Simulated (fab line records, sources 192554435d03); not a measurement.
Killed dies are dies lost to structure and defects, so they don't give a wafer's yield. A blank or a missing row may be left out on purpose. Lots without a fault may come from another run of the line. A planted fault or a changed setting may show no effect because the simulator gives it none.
Which tool did it? | flow n5_finfet | 9 lots, 27 wafers sampled, at 6 steps of a route of 1938

WHAT THE GAUGES READ, wafer by wafer
N5_BEOL_M0_SAQP_OVL_MEAS_15. Usual: M0_CORE_OVL 0.2 nm, standard deviation 0.69.
lot  | measured     | on         | M0_CORE_OVL (nm) | flag
L230 | day 5 20:47  | overlay-01 | 0.3 -0.1 0.4     |
L232 | day 6 04:16  | overlay-01 | 0.6 0.6 -0.1     |
L234 | day 6 18:22  | overlay-02 | 0.1 0.4 1.0      |
L235 | day 6 23:30  | overlay-01 | 0.7 0.6 1.0      |
L243 | day 9 07:04  | overlay-02 | 13.5 13.5 13.4   | OFF
L244 | day 9 08:14  | overlay-01 | 13.1 12.8 13.8   | OFF
L247 | day 10 04:42 | overlay-01 | 1.4 0.8 1.0      |
L248 | day 10 06:13 | overlay-02 | 0.3 1.2 0.3      |
L249 | day 10 15:59 | overlay-01 | 0.0 -0.2 0.0     |

N5_BEOL_M0_SAQP_INSPECT_16: inspects for defects (brightfield). Usual: raw_defect_count 528, standard deviation 140.
lot  | measured     | on                | raw_defect_count | flag
L230 | day 5 20:49  | defect_inspect-01 | 757 521 587      |
L232 | day 6 04:17  | defect_inspect-02 | 515 630 493      |
L234 | day 6 18:23  | defect_inspect-02 | 558 585 527      |
L235 | day 6 23:31  | defect_inspect-02 | 505 649 454      |
L243 | day 9 07:05  | defect_inspect-01 | 863 546 425      |
L244 | day 9 08:15  | defect_inspect-01 | 518 362 716      |
L247 | day 10 04:43 | defect_inspect-01 | 347 436 426      |
L248 | day 10 06:14 | defect_inspect-01 | 425 546 362      |
L249 | day 10 16:01 | defect_inspect-01 | 391 435 582      |

N5_BEOL_M4_RC_MEAS_101. Usual: DIBL_N 36.0 mV/V, standard deviation 2.2; DIBL_P 36.2 mV/V, standard deviation 2.4; IOFF_N 0.16 nA/um, standard deviation 0.035; IOFF_P 0.21 nA/um, standard deviation 0.037; ION_N 672 uA/um, standard deviation 13; ION_P 461 uA/um, standard deviation 7; SS_N 71.4 mV/dec, standard deviation 0.69; SS_P 73.2 mV/dec, standard deviation 0.75; VT_N 250 mV, standard deviation 3.4; VT_P -251 mV, standard deviation 3.
lot  | measured     | on        | DIBL_N (mV/V)  | DIBL_P (mV/V)  | IOFF_N (nA/um) | IOFF_P (nA/um) | ION_N (uA/um) | ION_P (uA/um) | SS_N (mV/dec)  | SS_P (mV/dec)  | VT_N (mV)   | VT_P (mV)      | flag
L230 | day 9 15:42  | prober-02 | 33.4 30.8 33.7 | 33.8 32.2 34.7 | 0.13 0.10 0.14 | 0.17 0.16 0.19 | 678 659 679   | 460 462 465   | 70.8 70.2 70.8 | 72.1 72.1 72.4 | 252 257 249 | -251 -254 -253 |
L232 | day 9 15:58  | prober-01 | 37.4 36.3 33.0 | 36.8 36.0 32.4 | 0.14 0.13 0.09 | 0.21 0.20 0.15 | 676 670 649   | 465 468 456   | 71.4 71.3 70.2 | 73.0 72.5 72.0 | 254 252 257 | -247 -250 -251 |
L234 | day 10 20:53 | prober-02 | 37.0 36.6 34.1 | 39.5 38.0 35.2 | 0.18 0.17 0.13 | 0.26 0.23 0.19 | 667 674 660   | 465 460 463   | 72.0 71.6 71.6 | 74.1 74.1 72.9 | 252 248 254 | -250 -251 -254 |
L235 | day 10 19:05 | prober-01 | 35.2 32.3 35.6 | 34.8 32.9 36.0 | 0.14 0.11 0.14 | 0.18 0.16 0.19 | 665 655 667   | 455 454 461   | 71.1 70.3 71.0 | 72.2 71.8 72.8 | 253 254 251 | -255 -252 -254 |
L243 | day 13 14:25 | prober-02 | 35.7 36.6 34.8 | 36.3 37.7 36.3 | 0.16 0.17 0.15 | 0.20 0.22 0.20 | 673 665 669   | 466 464 458   | 71.7 72.0 71.0 | 73.6 73.7 73.3 | 251 251 250 | -253 -252 -253 |
L244 | day 13 11:36 | prober-02 | 35.1 35.3 35.8 | 36.3 35.5 37.0 | 0.15 0.15 0.16 | 0.22 0.19 0.23 | 664 677 677   | 461 457 463   | 71.1 70.9 71.8 | 73.1 73.1 73.0 | 248 251 250 | -250 -252 -248 |
L247 | day 13 16:46 | prober-01 | 40.9 38.3 38.9 | 41.1 37.2 38.2 | 0.26 0.18 0.20 | 0.30 0.23 0.24 | 700 689 691   | 476 466 462   | 72.6 71.8 71.8 | 75.2 73.6 74.7 | 243 249 249 | -247 -251 -249 |
L248 | day 14 10:02 | prober-02 | 35.0 33.6 33.6 | 35.2 33.7 34.3 | 0.14 0.11 0.12 | 0.18 0.16 0.16 | 658 645 649   | 455 447 451   | 70.9 70.1 70.0 | 72.9 71.8 71.6 | 252 254 255 | -250 -254 -253 |
L249 | day 14 04:13 | prober-01 | 36.3 36.5 39.1 | 35.8 36.5 39.1 | 0.16 0.16 0.21 | 0.18 0.19 0.23 | 681 684 696   | 460 460 462   | 71.5 71.9 71.9 | 72.7 73.1 73.3 | 248 253 245 | -254 -252 -251 |

WHICH TOOL RAN EACH LOT (tool, then ch and the chambers of the sampled wafers, then the start)
lot  | N5_MOL_CONTACT_COAG_CMP_52    | N5_BEOL_M0_SAQP_EXPOSE_11          | N5_BEOL_M0_SAQP_STRIP_86
L230 | cmp-01 ch 1,3, day 5 15:02    | arfi_scanner-02 ch 0, day 5 20:38  | rie_diel-02 ch 0,3, day 5 21:14
L232 | cmp-04 ch 0,1,2, day 5 20:55  | arfi_scanner-02 ch 0, day 6 04:07  | rie_diel-05 ch 1,2,3, day 6 04:41
L234 | cmp-04 ch 1,2,3, day 6 12:08  | arfi_scanner-01 ch 0, day 6 18:13  | rie_diel-05 ch 1,3, day 6 18:58
L235 | cmp-04 ch 1,2,3, day 6 16:58  | arfi_scanner-03 ch 0, day 6 23:20  | rie_diel-02 ch 0,3, day 7 00:30
L243 | cmp-02 ch 1,2, day 9 00:16    | arfi_scanner-02 ch 0, day 9 06:55  | rie_diel-01 ch 2,3, day 9 08:19
L244 | cmp-02 ch 1,2,3, day 9 01:50  | arfi_scanner-02 ch 0, day 9 08:05  | rie_diel-01 ch 0,2,3, day 9 08:52
L247 | cmp-01 ch 1,2, day 9 21:58    | arfi_scanner-01 ch 0, day 10 04:33 | rie_diel-01 ch 0,2,3, day 10 05:13
L248 | cmp-01 ch 2,3, day 9 22:40    | arfi_scanner-01 ch 0, day 10 06:03 | rie_diel-05 ch 0,3, day 10 06:39
L249 | cmp-01 ch 0,1,2, day 10 10:40 | arfi_scanner-03 ch 0, day 10 15:50 | rie_diel-01 ch 0,1,2, day 10 16:25
- N5_MOL_CONTACT_COAG_CMP_52: polishes, stops on SiO2, t overpolish 1.5 s, target thk 66.5 nm.
- N5_BEOL_M0_SAQP_EXPOSE_11: exposes mask M0 CORE, target cd 42 nm.
- N5_BEOL_M0_SAQP_STRIP_86: strips in N2/H2.

WHAT THE TOOLS THEMSELVES READ (means of the sampled wafers that have a number; where no wafer has one, the mark that the record gives instead)
N5_MOL_CONTACT_COAG_CMP_52. Usual: motor_current_A 11.9 A, standard deviation 1.4; overpolish_run_s 1.500 s, standard deviation 0.0099; time_to_endpoint_s 12.5 s, standard deviation 2.5.
lot  | tool   | motor_current_A (A) | overpolish_run_s (s) | time_to_endpoint_s (s) | flag
L230 | cmp-01 | 11.5                | 1.495                | 13.9                   |
L232 | cmp-04 | 12.6                | 1.496                | 9.9                    |
L234 | cmp-04 | 12.2                | 1.488                | 12.5                   |
L235 | cmp-04 | 12.2                | 1.503                | 10.2                   |
L243 | cmp-02 | 11.5                | 1.500                | 13.4                   |
L244 | cmp-02 | 12.1                | 1.492                | 12.9                   |
L247 | cmp-01 | 10.9                | 1.514                | 15.5                   |
L248 | cmp-01 | 13.9                | 1.501                | 18.1                   |
L249 | cmp-01 | 11.2                | 1.500                | 12.8                   |

N5_BEOL_M0_SAQP_EXPOSE_11. Usual: stage_vel_mm_s 499.95 mm/s, standard deviation 0.23.
lot  | tool            | stage_vel_mm_s (mm/s) | flag
L230 | arfi_scanner-02 | 499.84                |
L232 | arfi_scanner-02 | 500.00                |
L234 | arfi_scanner-01 | 500.01                |
L235 | arfi_scanner-03 | 500.17                |
L243 | arfi_scanner-02 | 500.01                |
L244 | arfi_scanner-02 | 499.79                |
L247 | arfi_scanner-01 | 499.84                |
L248 | arfi_scanner-01 | 499.95                |
L249 | arfi_scanner-03 | 499.79                |

N5_BEOL_M0_SAQP_STRIP_86. Usual: drypump_motor_current_A 5.9 A, standard deviation 0.33; oes_product_au 0.82 a.u., standard deviation 0.1; rf_vpp_V 122.3 V, standard deviation 1.4; showerhead_plenum_p_Torr 3.43 Torr, standard deviation 0.099; throttle_valve_pct 18.90 %, standard deviation 0.26.
lot  | tool        | drypump_motor_current_A (A) | oes_product_au (a.u.) | rf_vpp_V (V) | showerhead_plenum_p_Torr (Torr) | throttle_valve_pct (%) | flag
L230 | rie_diel-02 | 5.8                         | 0.84                  | 122.9        | 3.52                            | 19.05                  |
L232 | rie_diel-05 | 5.6                         | 0.74                  | 122.2        | 3.33                            | 18.74                  |
L234 | rie_diel-05 | 5.9                         | 0.72                  | 122.0        | 3.41                            | 18.85                  |
L235 | rie_diel-02 | 5.8                         | 0.82                  | 123.7        | 3.52                            | 19.07                  |
L243 | rie_diel-01 | 5.8                         | 0.95                  | 122.0        | 3.50                            | 18.49                  |
L244 | rie_diel-01 | 6.0                         | 0.89                  | 123.4        | 3.46                            | 18.72                  |
L247 | rie_diel-01 | 6.0                         | 0.89                  | 122.5        | 3.45                            | 18.73                  |
L248 | rie_diel-05 | 5.9                         | 0.68                  | 122.6        | 3.43                            | 19.10                  |
L249 | rie_diel-01 | 6.0                         | 0.92                  | 123.5        | 3.47                            | 18.82                  |

THE ANSWER, worked out from the rows above alone
Rule: a lot is off if the mean of its wafers that have a number lies more than 3 standard deviations from the usual mean. A lot without any number at a reading at which 4 lots or more have one is off too. The other lots that the step has rows for count as sound. The gauges are gone through in route order, then the tools' own readings, and for those a lot's mean is taken as printed above. The first step at which some lot is off is used, and at that step the reading that is off furthest; a lot without a number counts as furthest.
Off: L243, L244, at N5_BEOL_M0_SAQP_OVL_MEAS_15 (M0_CORE_OVL).
A tool fits if, at a process step before that reading, it ran every lot that is off, and no sound lot after the first of them. The gauges at N5_BEOL_M0_SAQP_OVL_MEAS_15 are tried like those tools. Can't be told from this: 2 tools fit, cmp-02 at N5_MOL_CONTACT_COAG_CMP_52, arfi_scanner-02 at N5_BEOL_M0_SAQP_EXPOSE_11.

WHAT THE SIMULATOR HAD PUT IN
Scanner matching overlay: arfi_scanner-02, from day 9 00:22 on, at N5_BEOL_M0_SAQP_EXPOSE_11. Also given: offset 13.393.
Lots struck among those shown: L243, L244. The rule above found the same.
